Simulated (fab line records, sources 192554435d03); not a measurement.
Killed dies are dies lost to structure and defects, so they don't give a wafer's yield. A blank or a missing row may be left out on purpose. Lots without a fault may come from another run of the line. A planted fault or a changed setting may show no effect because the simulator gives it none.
Chamber matching | flow n5_finfet | N5_SD_EPI_P_DESCUM_14 on rie_diel-02: 4 sister chambers
The step chemistry O2, time 7.9 s. 8 wafers are shown with their chamber, then 7 later ones without.

WAFERS WITH THEIR CHAMBER
wafer  | chamber | showerhead_plenum_p_Torr (Torr) | throttle_valve_pct (%)
L083.4 | 3       | 2.09                            | 21.00
L083.5 | 1       | 2.03                            | 20.79
L090.1 | 3       | 2.09                            | 21.00
L090.5 | 1       | 2.02                            | 20.82
L093.2 | 0       | 2.17                            | 20.86
L093.5 | 2       | 2.18                            | 20.59
L094.1 | 0       | 2.17                            | 20.87
L094.4 | 2       | 2.18                            | 20.60

WAFERS WITHOUT THEIR CHAMBER
wafer  | showerhead_plenum_p_Torr (Torr) | throttle_valve_pct (%)
L094.6 | 2.02                            | 20.83
L095.1 | 2.17                            | 20.87
L095.3 | 2.18                            | 20.60
L095.4 | 2.02                            | 20.83
L097.2 | 2.08                            | 21.04
L097.5 | 2.17                            | 20.87
L097.6 | 2.08                            | 21.03

WHICH CHAMBER EACH WENT THROUGH
wafer  | from the rows above | in truth
L094.6 | 1                   | 1
L095.1 | 0                   | 0
L095.3 | 2                   | 2
L095.4 | 1                   | 1
L097.2 | 3                   | 3
L097.5 | 0                   | 0
L097.6 | 3                   | 3
Placed correctly: 7 of 7. Can't be placed from these rows: 0. Placed wrongly: 0.
How it was worked out, from the rows above alone: a wafer's distance from a chamber is the root of the sum, over the readings, of the square of ((its reading less the chamber's mean) divided by the reading's scatter). The wafer belongs to the nearest chamber; if the next one is less than 2 further off, it can't be placed. A chamber's mean is the mean of its shown wafers. The scatter: the root of (the sum of the squares of (reading less its chamber's mean) over the shown wafers, divided by (wafers less chambers)).
